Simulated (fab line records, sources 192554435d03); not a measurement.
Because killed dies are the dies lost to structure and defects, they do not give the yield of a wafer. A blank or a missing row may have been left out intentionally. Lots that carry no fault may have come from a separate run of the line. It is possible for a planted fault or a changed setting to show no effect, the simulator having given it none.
A lot that was struck, set against a sound lot	flow n5-finfet	14 out of 1938 route steps
Sound: these wafers, L203.1, L203.3, L203.6. Struck: wafers L208.1, L208.4, L208.5. The cause comes at the end.
For every step that has rows: the tool of each side, followed by ch and its chambers, followed by its first start. Under that, the readings that differ: sound wafers	struck wafers	difference of the means	sigmas: that difference in standard deviations of wafers without a fault.
alike: a reading whose means differ by less than 2 such deviations, as well as words and numbers matching on both sides. not compared: withheld readings; readings where some wafer has no value; bounds like >300 that might hide an equal value; numbers whose values overlap and for which the record gives no deviation.
A row with sigmas, a row that says differs or no value, or rows on one side alone: a step with any of these is where the two part. When numbers do not overlap yet have no deviation, they are printed without sigmas and do not part them. A reading that every wafer of one side lacks parts them only if that side has two wafers or more.

first, 5 steps without rows for these wafers: N5_PASSIVATION_SOFTBAKE_05 (time 90 s); N5_PASSIVATION_EXPOSE_07 (exposes mask TV, defocus 0 nm, target cd 3000 nm); N5_PASSIVATION_PEB_08; N5_PASSIVATION_DEVELOP_09 (develop time 60 s); N5_PASSIVATION_HARDBAKE_11 (time 120 s).
N5_PASSIVATION_CD_MEAS_10: target cd 3000 nm.
  sound on cd-sem-02 ch 0, day 12 17:35; struck on cd-sem-02 ch 0, day 13 13:40
  alike: cd-nm
N5_PASSIVATION_OVL_MEAS_60:
  sound on overlay-02 ch 0, day 12 17:37; struck on overlay-02 ch 0, day 13 13:42
  alike: TV_OVL
N5_PASSIVATION_INSPECT_61: inspects for defects (macro).
  struck on defect-inspect-01, day 13 13:43; sound on defect-inspect-01, day 12 17:38
  alike: raw-defect-count
N5_PASSIVATION_DESCUM_12: chemistry O2, time 7.9 s.
  sound on rie-diel-02 ch 1,2, day 12 18:13; struck on rie-diel-02 ch 0,3, day 13 13:46
  alike: drypump-motor-current-A, oes-product-au, rf-vpp-V, showerhead-plenum-p-Torr, throttle-valve-pct
  not compared: rf-hours-counter-h
N5_PASSIVATION_PASS_ETCH_74: etches SiNx in CF4/O2, target depth 220 nm, time 110 s.
  sound on rie-diel-02 ch 1,2, day 12 18:16; struck on rie-diel-02 ch 0,3, day 13 13:49
reading	sound	struck	difference	sigmas
rf-vpp-V (V)	260 249 247	238 231 233	-18	-2
  alike: bias-w, drypump-motor-current-A, oes_ar_750_au, oes-product-au, showerhead-plenum-p-Torr, throttle-valve-pct
  not compared: rf-hours-counter-h
N5_PASSIVATION_VIA_ETCH_13: etches SiO2 in CHF3/O2, target depth 660 nm, time 330 s.
  sound on rie-diel-02 ch 1,2, day 12 18:22; struck on rie-diel-02 ch 0,3, day 13 13:55
  alike: bias-w, drypump-motor-current-A, etch-rf-on-time-s, oes_ar_750_au, oes-product-au, rf-vpp-V, showerhead-plenum-p-Torr, throttle-valve-pct
  not compared: rf-hours-counter-h
N5_PASSIVATION_STRIP_14: strips in O2.
  sound on rie-diel-02 ch 1,2, day 12 18:34; struck on rie-diel-02 ch 0,3, day 13 14:07
  alike: drypump-motor-current-A, oes-product-au, rf-vpp-V, showerhead-plenum-p-Torr, throttle-valve-pct
  not compared: rf-hours-counter-h
N5_PASSIVATION_ETCH_15: etches SiCN in CF4/N2, target depth 75 nm, time 81.2 s.
  sound on rie-diel-02 ch 1,2, day 12 18:36; struck on rie-diel-02 ch 0,3, day 13 14:09
reading	sound	struck	difference	sigmas
bias-w (W)	69.61 70.19 70.05	82.46 82.74 82.44	+12.60	+55
rf-vpp-V (V)	382.4 382.1 381.1	425.1 422.8 421.6	+41.3	+26
model.etch.depth-nm (nm)	61.88 63.56 63.54	66.64 68.58 68.18	+4.81	
  alike: drypump-motor-current-A, n2-flow-sccm, oes-product-au, showerhead-plenum-p-Torr, throttle-valve-pct
  not compared: rf-hours-counter-h
then, 1 step without rows for these wafers: N5_PASSIVATION_STRIP_73 (strips in post etch residue remover, time 60 s).

== WHERE THEY PART ==
First at N5_PASSIVATION_PASS_ETCH_74; last, within this record, at N5_PASSIVATION_ETCH_15.

WHY: whatever the simulator had introduced
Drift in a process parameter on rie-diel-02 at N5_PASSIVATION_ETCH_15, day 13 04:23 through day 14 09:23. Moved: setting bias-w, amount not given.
